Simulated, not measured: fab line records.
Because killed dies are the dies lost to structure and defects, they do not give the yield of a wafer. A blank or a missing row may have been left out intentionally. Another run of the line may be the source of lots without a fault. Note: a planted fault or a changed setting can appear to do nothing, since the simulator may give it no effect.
Matching of chambers    flow nand harc    NHARC_A_BONDPAD_CMP_29 on cmp-02: 4 sister chambers
The step polishes SiCN, target thk 200 nm. 8 wafers are shown with their chamber, then 10 later ones without.

## WAFERS PAIRED WITH THEIR CHAMBERS
wafer   chamber  motor current A (A)
L075.6  2        11.1
L083.1  0        10.8
L086.5  1        11.7
L089.2  1        11.2
L089.4  3        11.6
L089.6  3        11.6
L090.1  2        10.9
L090.4  0        10.5

## WAFERS WITHOUT THEIR CHAMBER
wafer   motor current A (A)
L090.5  11.7
L092.1  11.6
L092.3  11.1
L092.4  10.8
L095.3  11.1
L095.4  10.2
L095.6  11.8
L096.1  11.7
L096.2  11.3
L096.6  10.7

## THE CHAMBER EACH PASSED THROUGH
wafer   from the rows above                in truth
L090.5  can't be placed: 3 or 1            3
L092.1  can't be placed: 3 or 1            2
L092.3  can't be placed: 2 or 1 or 0 or 3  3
L092.4  can't be placed: 0 or 2            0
L095.3  can't be placed: 2 or 1 or 0 or 3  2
L095.4  can't be placed: 0 or 2            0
L095.6  can't be placed: 3 or 1            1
L096.1  can't be placed: 3 or 1            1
L096.2  can't be placed: 1 or 3 or 2       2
L096.6  can't be placed: 0 or 2            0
Correct placement for 0 of the 10. Unplaceable from these rows: 10, with the true chamber sitting among the candidates in 9. Wrongly placed: 0.
How it was worked out, from the rows above alone: a wafer's distance from a chamber is the root of the sum, over the readings, of the square of ((its reading less the chamber's mean) divided by the reading's scatter). The wafer belongs to the nearest chamber; if the next one is less than 2 further off, it can't be placed. A chamber's mean is the mean of its shown wafers. The scatter: the root of (the sum of the squares of (reading less its chamber's mean) over the shown wafers, divided by (wafers less chambers)).
